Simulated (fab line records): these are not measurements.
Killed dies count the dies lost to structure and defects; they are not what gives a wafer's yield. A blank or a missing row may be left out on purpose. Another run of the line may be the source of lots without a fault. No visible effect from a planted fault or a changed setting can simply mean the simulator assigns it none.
fab line records / flow n5_finfet
record: lots: 4 wafers: 11 last_day: 16
route steps=1938 shown BEOL_M5@1185 BEOL_M6@1194 PASSIVATION@1936
lots that met no fault: taken from a fault-free run of the same line
start_h: the number of hours between the record's first day and the start of the first shown wafer of the lot / wait_h: how many hours have passed since the lot's step before this one / " the same as in the row above / L1.1+2: a single row standing in for several wafers / - no value, or no start was given / * or withheld: withheld / < > ~ a bound
route shown NAME@n: names a module that has steps shown in the file, with the first one's number in the route / usual: mean/standard deviation taken from wafers without a fault / same: alike in all rows / chamber/n: place in a boat / sites: the reading at each site / _std_site: standard deviation across them / _edge_site: the outer-site mean with the inner-site mean subtracted / radius_mm: how far each site lies from the wafer's centre / mask NAME#n: copy n / behind: the tool/chamber that last shaped the wafer / hold: why the lot was held/for how many hours/how that ended / device: the n, p or np transistor that did not switch / end of line: the route-end tests of the same wafers / where a step has no rows: the recipe by itself / killed: dies lost to structure and defects at the first sort, not the wafer's yield / map: a wafer's dies, x killed, . not, _ none there
set.NAME: the setting the step ran with; set.NAME@STEP: the setting that earlier step ran with / model.NAME: the simulator's own value behind a step, which no gauge read
a table for each step, a row for each wafer; lots at some steps of the route
services: from which hour (start_h, from the record's first day; less than 0 if before it) a tool's chamber was out of use, for how many hours, and why
== steps ==
step: N5_BEOL_M5_ANNEAL_51
recipe: temp_c: 225 time_s: 90 ambient: N2
step: N5_BEOL_M5_CMP_52
recipe: stop_on: SiCOH_lowk t_overpolish_s: 6.9 down_force_psi: 1 platen_rpm: 50 clearing_platen_down_force_psi: 1.5 clearing_platen_rpm: 50 post_cmp_clean: cu_alkaline target_thk_nm: 62 clearing_platen_pad_velocity_m_s: 0.99484 pad_velocity_m_s: 0.99484
step: N5_BEOL_M5_PRE_CLEAN_77
recipe: gas: NH3/H2 time_s: 15 temp_c: * rf_power_w: 300
step: N5_BEOL_M5_CO_CAP_78
recipe: material: Co target_thk_a: 20 temp_c: 200 precursor: CCTBA/H2 pressure_torr: 30 time_s: 102.1
step: N5_BEOL_M5_PRE_CLEAN_55
recipe: gas: NH3 time_s: 15 temp_c: withheld rf_power_w: 300
step: N5_BEOL_M5_DEP_56
recipe: material: SiCN target_thk_a: 80 temp_c: withheld precursor: 3MS/NH3 pressure_torr: 3 rf_w: 202 time_s: 14
step: N5_BEOL_M6_ILD_DEP_00
recipe: material: SiCOH_lowk target_thk_a: 1797.5 temp_c: 300 precursor: DEMS/porogen pressure_torr: 5 rf_w: 500 time_s: 33.4
step: N5_BEOL_M6_CURE_74
recipe: temp_c: 385 time_s: 240 ambient: He/Ar material: SiCOH_lowk
step: N5_BEOL_M6_PECVD_70
recipe: material: SiO2 target_thk_a: 200 temp_c: 400 precursor: TEOS/O2 pressure_torr: 5.5 rf_w: 450 teos_flow_sccm: 53.8 gas: O2 flow_sccm: 3000 time_s: 22.7
usual: heater_power_w: 689/150 showerhead_plenum_p_Torr: 8.79/0.055 throttle_valve_pct: 22.0/0.78
lot.wafer=L344.1 tool=pecvd-02 chamber=0 start_h=192.85 wait_h=0.0 heater_power_w=475 showerhead_plenum_p_Torr=8.90 throttle_valve_pct=20.4 model.SiO2_of_BEOL_M6_PECVD_70.thk_nm=20.6
lot.wafer=L344.2 tool=pecvd-02 chamber=2 start_h=192.85 wait_h=0.0 heater_power_w=716 showerhead_plenum_p_Torr=8.84 throttle_valve_pct=20.9 model.SiO2_of_BEOL_M6_PECVD_70.thk_nm=19.8
lot.wafer=L344.5 tool=pecvd-02 chamber=0 start_h=192.85 wait_h=0.0 heater_power_w=470 showerhead_plenum_p_Torr=8.88 throttle_valve_pct=20.6 model.SiO2_of_BEOL_M6_PECVD_70.thk_nm=20.6
lot.wafer=L359.2 tool=pecvd-04 chamber=0 start_h=289.58 wait_h=0.0 heater_power_w=561 showerhead_plenum_p_Torr=8.75 throttle_valve_pct=22.4 model.SiO2_of_BEOL_M6_PECVD_70.thk_nm=20
lot.wafer=L359.3 tool=pecvd-04 chamber=1 start_h=289.58 wait_h=0.0 heater_power_w=626 showerhead_plenum_p_Torr=8.80 throttle_valve_pct=22.5 model.SiO2_of_BEOL_M6_PECVD_70.thk_nm=20
lot.wafer=L359.4 tool=pecvd-04 chamber=1 start_h=289.58 wait_h=0.0 heater_power_w=625 showerhead_plenum_p_Torr=8.78 throttle_valve_pct=22.6 model.SiO2_of_BEOL_M6_PECVD_70.thk_nm=20.6
lot.wafer=L358.1 tool=pecvd-02 chamber=1 start_h=294.53 wait_h=0.0 heater_power_w=755 showerhead_plenum_p_Torr=8.79 throttle_valve_pct=21.7 model.SiO2_of_BEOL_M6_PECVD_70.thk_nm=20
lot.wafer=L358.6 tool=pecvd-02 chamber=2 start_h=294.53 wait_h=0.0 heater_power_w=813 showerhead_plenum_p_Torr=8.80 throttle_valve_pct=21.4 model.SiO2_of_BEOL_M6_PECVD_70.thk_nm=19
lot.wafer=L362.4 tool=pecvd-02 chamber=1 start_h=301.78 wait_h=0.1 heater_power_w=792 showerhead_plenum_p_Torr=8.81 throttle_valve_pct=22.0 model.SiO2_of_BEOL_M6_PECVD_70.thk_nm=19.4
lot.wafer=L362.5 tool=pecvd-02 chamber=0 start_h=301.78 wait_h=0.1 heater_power_w=541 showerhead_plenum_p_Torr=8.90 throttle_valve_pct=21.0 model.SiO2_of_BEOL_M6_PECVD_70.thk_nm=20.8
lot.wafer=L362.6 tool=pecvd-02 chamber=2 start_h=301.78 wait_h=0.1 heater_power_w=792 showerhead_plenum_p_Torr=8.82 throttle_valve_pct=20.9 model.SiO2_of_BEOL_M6_PECVD_70.thk_nm=19
step: N5_BEOL_M6_HM_DEP_02
recipe: material: TiN target_thk_a: 200 temp_c: 25 chamber_pressure_pa: 0.49996
step: N5_BEOL_M6_COAT_59
recipe: resist: SOC temp_c: 250 time_s: 60 spin_rpm: 1500 resist_thk_nm: 100
step: N5_BEOL_M6_COAT_60
recipe: resist: SiARC temp_c: 220 time_s: 60 spin_rpm: 1500 resist_thk_nm: 35
step: N5_BEOL_M6_COAT_05
recipe: resist: CAR-ArF spin_rpm: 1500 resist_thk_nm: 90
step: N5_BEOL_M6_EBR_07
recipe: solvent: PGMEA ebr_width_mm: 1.5
step: N5_BEOL_M6_SOFTBAKE_06
recipe: temp_c: 110 time_s: 60 resist: CAR-ArF
step: N5_BEOL_M6_EXPOSE_08
recipe: mask_id: M6 na: 1.35 source_shape: dipole sigma_inner: 0.817 sigma_outer: 0.97 polarization: te dose_mj: 68.25
step: N5_BEOL_M6_PEB_09
recipe: peb_temp_c: withheld peb_time_s: 60 resist: CAR-ArF
step: N5_BEOL_M6_DEVELOP_10
recipe: develop_time_s: 30 developer: TMAH resist: CAR-ArF rinse_liquid: diw dry: air_spin dev_temp_c: 23
step: N5_BEOL_M6_DESCUM_16
recipe: chemistry: O2 time_s: 7.9 source_power_w: 50 bias_power_w: 20 pressure_mtorr: 20 rf_frequency_hz: 2.712e+07 temp_c: 40 resist: CAR-ArF o2_flow_sccm: 225
step: N5_BEOL_M6_ETCH_61
recipe: chemistry: CF4 target: SiARC target_depth_a: 455 mask_material: CAR-ArF time_s: 75.8 ion_energy_ev: 80 pressure_mtorr: 40 source_w: 545 bias_w: 36 Ar_flow_sccm: 100 cf4_flow_sccm: 100 ends: cleared
step: N5_BEOL_M6_ETCH_62
recipe: chemistry: N2/H2 target: SOC target_depth_a: 1100 overetch_a: 220 mask_material: SiARC temp_c: 40 time_s: 165 ion_energy_ev: 200 pressure_mtorr: 30 source_w: 840 bias_w: 150 n2_flow_sccm: 200 h2_flow_sccm: 200
step: N5_BEOL_M6_STRIP_68
recipe: chemistry: N2/H2 temp_c: 40 n2_flow_sccm: 200 h2_flow_sccm: 200 rf_frequency_hz: 6e+07
step: N5_BEOL_M6_STRIP_67
recipe: chemistry: CF4 resist: SiARC power_w: 300 bias_power_w: 75 pressure_mtorr: 50 cf4_flow_sccm: 150 rf_frequency_hz: 6e+07
step: N5_BEOL_M6_HM_OPEN_17
recipe: chemistry: Cl2/BCl3 target_depth_a: 200 overetch_a: 60 target: TiN mask_material: SOC ion_energy_ev: 150 pressure_mtorr: 10 icp_w: 1000 bias_w: 126 Cl2_flow_sccm: 53.25 bcl3_flow_sccm: 21.75 Ar_flow_sccm: 25
step: N5_BEOL_M6_STRIP_19
recipe: chemistry: O2 power_w: 400 temp_c: 40 pressure_mtorr: 30 rf_frequency_hz: 6e+07 bias_power_w: 0 overash_fraction: 0.2 o2_flow_sccm: 225
step: N5_BEOL_M6_COAT_63
recipe: resist: SOC temp_c: 250 time_s: 60 spin_rpm: 1500 resist_thk_nm: 60
step: N5_BEOL_M6_COAT_64
recipe: resist: SiARC temp_c: 220 time_s: 60 spin_rpm: 1500 resist_thk_nm: 12
step: N5_BEOL_M6_COAT_71
recipe: resist: underlayer temp_c: 205 time_s: 60 spin_rpm: 1500 resist_thk_nm: 5
step: N5_BEOL_M6_COAT_22
recipe: resist: CAR-EUV spin_rpm: 1500 resist_thk_nm: 30
step: N5_BEOL_M6_EBR_24
recipe: solvent: PGMEA ebr_width_mm: 1.5
step: N5_BEOL_M6_SOFTBAKE_23
recipe: temp_c: 110 time_s: 60 resist: CAR-EUV
step: N5_BEOL_M6_EXPOSE_25
recipe: mask_id: V5 na: 0.33 source_shape: annular sigma_inner: 0.4 sigma_outer: 0.8 polarization: unpolarized target_cd_nm: 40 dose_mj: 45
step: N5_BEOL_M6_PEB_26
recipe: peb_temp_c: 100 peb_time_s: 60 resist: CAR-EUV
step: N5_BEOL_M6_DEVELOP_27
recipe: develop_time_s: 30 developer: TMAH resist: CAR-EUV rinse_liquid: surfactant_rinse dry: air_spin dev_temp_c: 23
step: N5_BEOL_M6_HM_STRIP_39
recipe: chemistry: peroxide_tin_strip material: TiN target_depth_a: 250 temp_c: 50 time_s: 158
usual: bath_guard_temp_C: 50.1/0.44
lot.wafer=L344.1 tool=wet_bench-04 chamber=5 start_h=195.34 wait_h=0.0 bath_guard_temp_C=50.1 model.SiO2_of_BEOL_M6_PECVD_70.thk_nm=20.4
lot.wafer=L344.2 tool=wet_bench-04 chamber=4 start_h=195.34 wait_h=0.0 bath_guard_temp_C=50.0 model.SiO2_of_BEOL_M6_PECVD_70.thk_nm=19.6
lot.wafer=L344.5 tool=wet_bench-04 chamber=6 start_h=195.34 wait_h=0.0 bath_guard_temp_C=49.5 model.SiO2_of_BEOL_M6_PECVD_70.thk_nm=20.4
lot.wafer=L359.2 tool=wet_bench-02 chamber=4 start_h=292.93 wait_h=0.0 bath_guard_temp_C=50.5 model.SiO2_of_BEOL_M6_PECVD_70.thk_nm=19.8
lot.wafer=L359.3 tool=wet_bench-02 chamber=7 start_h=292.93 wait_h=0.0 bath_guard_temp_C=50.9 model.SiO2_of_BEOL_M6_PECVD_70.thk_nm=20
lot.wafer=L359.4 tool=wet_bench-02 chamber=1 start_h=292.93 wait_h=0.0 bath_guard_temp_C=50.1 model.SiO2_of_BEOL_M6_PECVD_70.thk_nm=20.4
lot.wafer=L358.1 tool=wet_bench-04 chamber=2 start_h=298.36 wait_h=0.0 bath_guard_temp_C=50.2 model.SiO2_of_BEOL_M6_PECVD_70.thk_nm=19.8
lot.wafer=L358.6 tool=wet_bench-04 chamber=3 start_h=298.36 wait_h=0.0 bath_guard_temp_C=50.0 model.SiO2_of_BEOL_M6_PECVD_70.thk_nm=18.8
lot.wafer=L362.4 tool=wet_bench-02 chamber=0 start_h=303.89 wait_h=0.0 bath_guard_temp_C=50.2 model.SiO2_of_BEOL_M6_PECVD_70.thk_nm=19.2
lot.wafer=L362.5 tool=wet_bench-02 chamber=4 start_h=303.89 wait_h=0.0 bath_guard_temp_C=50.3 model.SiO2_of_BEOL_M6_PECVD_70.thk_nm=20.6
lot.wafer=L362.6 tool=wet_bench-02 chamber=6 start_h=303.89 wait_h=0.0 bath_guard_temp_C=50.6 model.SiO2_of_BEOL_M6_PECVD_70.thk_nm=18.8
step: N5_PASSIVATION_PROBE_49
usual: defect_limited_yield: 91.7/1.4 killed_at_M0_to_M3: 31/11 killed_at_M4_up: 13/4.6 killed_at_contacts: 13/6.7 killed_at_front_end: 39/9.6 killed_at_other: 3.5/2.8 killed_dies: 98/16 killed_open: 64/11 killed_short: 33/8.5 sort_bin_4_leakage: 0.00/0.032 sort_bin_5_function: 4.9/0.96 sort_bin_6_memory: 3.1/0.59 sort_n_pass: 1080/23 sort_yield_pct: 91.5/1.9
same: gross_dies: 1180 killed_at_back_side: 0 sort_bin_8_speed[%]: 0
lot.wafer=L358.1 tool=prober-01 chamber=- start_h=377.94 wait_h=0.0 defect_limited_yield[%]=91.9 killed_at_M0_to_M3=31 killed_at_M4_up=13 killed_at_contacts=15 killed_at_front_end=33 killed_at_other=4 killed_dies=96 killed_open=65 killed_short=31 sort_bin_4_leakage[%]=0 sort_bin_5_function[%]=4.4 sort_bin_6_memory[%]=3.4 sort_n_pass=1084 sort_yield_pct[%]=91.9
killed by level:class
L358.1 BEOL_M2:geometric_particle:open=16 MOL_CONTACT_COAG:geometric_particle:open=14 FIN_SAQP:geometric_particle:open=7 FIN_SAQP:geometric_particle:short=6 DUMMY_GATE:geometric_particle:open=6 BEOL_M4:geometric_particle:open=6 GATE_CUT:geometric_particle:short=5 BEOL_M0_SAQP:geometric_particle:short=5
== services ==
tool=pecvd-02 chamber=- start_h=177.81 hours=12.4 kind=repair
tool=pecvd-04 chamber=0 start_h=188.67 hours=5.5 kind=scheduled_down
tool=wet_bench-02 chamber=- start_h=202.28 hours=1.9 kind=pm
tool=pecvd-04 chamber=2 start_h=202.38 hours=- kind=clean
tool=pecvd-04 chamber=2 start_h=202.38 hours=- kind=consumable_replace:showerhead
tool=pecvd-04 chamber=2 start_h=202.38 hours=29.0 kind=scheduled_down
tool=pecvd-04 chamber=2 start_h=202.38 hours=29.0 kind=vent_cycle
tool=pecvd-02 chamber=- start_h=218.26 hours=16.8 kind=repair
tool=pecvd-02 chamber=- start_h=237.05 hours=4.3 kind=pm
tool=wet_bench-04 chamber=- start_h=285.49 hours=1.9 kind=pm
== key ==
first_sign none at tools or gauges
model_effect: step: N5_BEOL_M6_PECVD_70 value: SiO2_of_BEOL_M6_PECVD_70.thk_nm without: 20.13 struck: 19.13
model_effect: step: N5_BEOL_M6_HM_STRIP_39 value: SiO2_of_BEOL_M6_PECVD_70.thk_nm without: 20.07 struck: 18.93
met_at N5_BEOL_M6_PECVD_70
struck_wafers L358.6,L362.4,L362.6
onset_between 192.85 294.53
fault: kind: process_parameter_drift tool: pecvd-02 chamber: - onset_h: 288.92 steps: N5_BEOL_M6_PECVD_70 channel: time_s offset: * shape: step end_h: 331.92 scope: struck_wafers_only acts_in: * stated: *
